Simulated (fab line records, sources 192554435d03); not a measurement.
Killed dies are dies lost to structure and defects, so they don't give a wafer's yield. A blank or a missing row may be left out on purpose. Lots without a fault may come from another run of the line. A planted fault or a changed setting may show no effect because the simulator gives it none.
Split-lot experiment | flow n5_finfet | 7 lots, 21 wafers read, on a route of 1938 steps

THE SPLIT
At N5_BEOL_M1_COAT_61 (time 60 s, resist thk 60 nm), the setting spin_rpm was moved away from the recipe's 1500 rpm on 9 of the 21 wafers read, by -9.4% to +8.5%. The other wafers ran this setting at the recipe's value.

FROM THE SPLIT TO THE READING: what the file shows between them, 8 steps
- N5_BEOL_M1_COAT_62: time 60 s, resist thk 12 nm
- N5_BEOL_M1_COAT_73: time 60 s, resist thk 5 nm
- N5_BEOL_M1_ETCH_74: etches underlayer in N2/H2, target depth 6.5 nm, time 5.2 s
- N5_BEOL_M1_ETCH_63: etches SiARC in CF4, target depth 15.6 nm, time 26 s
- N5_BEOL_M1_ETCH_64: etches SOC in N2/H2, target depth 75 nm, overetch 15 nm, time 112.5 s
- N5_BEOL_M1_STRIP_65: strips in N2/H2
- N5_BEOL_M1_STRIP_75: strips in N2/H2
- N5_BEOL_M1_STRIP_66: strips in CF4

THE READING
SOC_of_BEOL_M1_COAT_61.thk_nm (the simulator's own value, which no gauge read), in nm, at N5_BEOL_M1_HM_OPEN_17 (chemistry Cl2/BCl3, target TiN, target depth 20 nm, overetch 6 nm). The file gives no usual value for it. The 12 wafers here that ran the recipe average 52.1 nm, standard deviation 0.17 nm.

wafer  | tool, chamber at the split | spin_rpm as run, rpm | against the recipe | SOC_of_BEOL_M1_COAT_61.thk_nm, nm | against lot-mates on the recipe
L078.3 | litho_track-05, 0          | 1500                 | recipe             | 51.8                              | -
L078.4 | litho_track-05, 0          | 1628                 | +8.5%              | 49.4                              | -2.4
L078.5 | litho_track-05, 0          | 1628                 | +8.5%              | 49.6                              | -2.2
L079.1 | litho_track-05, 0          | 1500                 | recipe             | 52.2                              | -
L079.4 | litho_track-05, 0          | 1500                 | recipe             | 52.4                              | -
L079.6 | litho_track-05, 0          | 1500                 | recipe             | 52                                | -
L082.2 | litho_track-01, 0          | 1500                 | recipe             | 52                                | -
L082.3 | litho_track-01, 0          | 1403                 | -6.5%              | 54.2                              | +2.2
L082.6 | litho_track-01, 0          | 1403                 | -6.5%              | 54.2                              | +2.2
L084.2 | litho_track-05, 0          | 1500                 | recipe             | 52.2                              | -
L084.3 | litho_track-05, 0          | 1617                 | +7.8%              | 49.6                              | -2.5
L084.5 | litho_track-05, 0          | 1500                 | recipe             | 52                                | -
L085.2 | litho_track-04, 0          | 1418                 | -5.5%              | 54                                | +1.7
L085.3 | litho_track-04, 0          | 1500                 | recipe             | 52.4                              | -
L085.6 | litho_track-04, 0          | 1500                 | recipe             | 52.2                              | -
L090.1 | litho_track-01, 0          | 1500                 | recipe             | 52                                | -
L090.2 | litho_track-01, 0          | 1500                 | recipe             | 52                                | -
L090.4 | litho_track-01, 0          | 1359                 | -9.4%              | 55                                | +3.0
L092.2 | litho_track-01, 0          | 1500                 | recipe             | 52                                | -
L092.5 | litho_track-01, 0          | 1552                 | +3.5%              | 51                                | -1.0
L092.6 | litho_track-01, 0          | 1552                 | +3.5%              | 51                                | -1.0

THE FIT
A straight line over all 21 wafers: SOC_of_BEOL_M1_COAT_61.thk_nm changes by -0.315 nm for each +1% of spin_rpm; r = -0.99; the points scatter about the line by 0.15 nm.
The same after taking each lot's own level away (the mean of its wafers on the recipe; 21 wafers): -0.305 nm for each +1%; r = -1.00; scatter 0.14 nm.
On that fit, the largest move of spin_rpm shifts the reading by 2.9 nm.
The lots' own levels span 51.80 to 52.30 nm, that is 2.9 times the standard deviation above.
So the lot-to-lot level changes the slope little: the two slopes agree.
Check: with one of the wafers moved furthest among these (-9.4%) left out of the fit, the line predicts +2.9 nm for it against its lot-mates. It came out at +3 nm against them.

THE WHOLE CHAIN: every reading that the file lists as answering this split, in the file's order
step                  | what it does                                                          | reading                                                                        | change (the file's fit)               | r (the file's)
N5_BEOL_M1_COAT_61    | time 60 s, resist thk 60 nm                                           | SOC_of_BEOL_M1_COAT_61.thk_nm (the simulator's own value, which no gauge read) | -0.294 nm for each +1% of the setting | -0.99
N5_BEOL_M1_ETCH_64    | etches SOC in N2/H2, target depth 75 nm, overetch 15 nm, time 112.5 s | etch.depth_nm (the simulator's own value, which no gauge read)                 | -0.294 nm for each +1% of the setting | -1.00
N5_BEOL_M1_HM_OPEN_17 | chemistry Cl2/BCl3, target TiN, target depth 20 nm, overetch 6 nm     | SOC_of_BEOL_M1_COAT_61.thk_nm (the simulator's own value, which no gauge read) | -0.308 nm for each +1% of the setting | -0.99

THE FILE'S OWN FIT
SOC_of_BEOL_M1_COAT_61.thk_nm changes by -0.308 nm for each +1% of spin_rpm, r = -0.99.
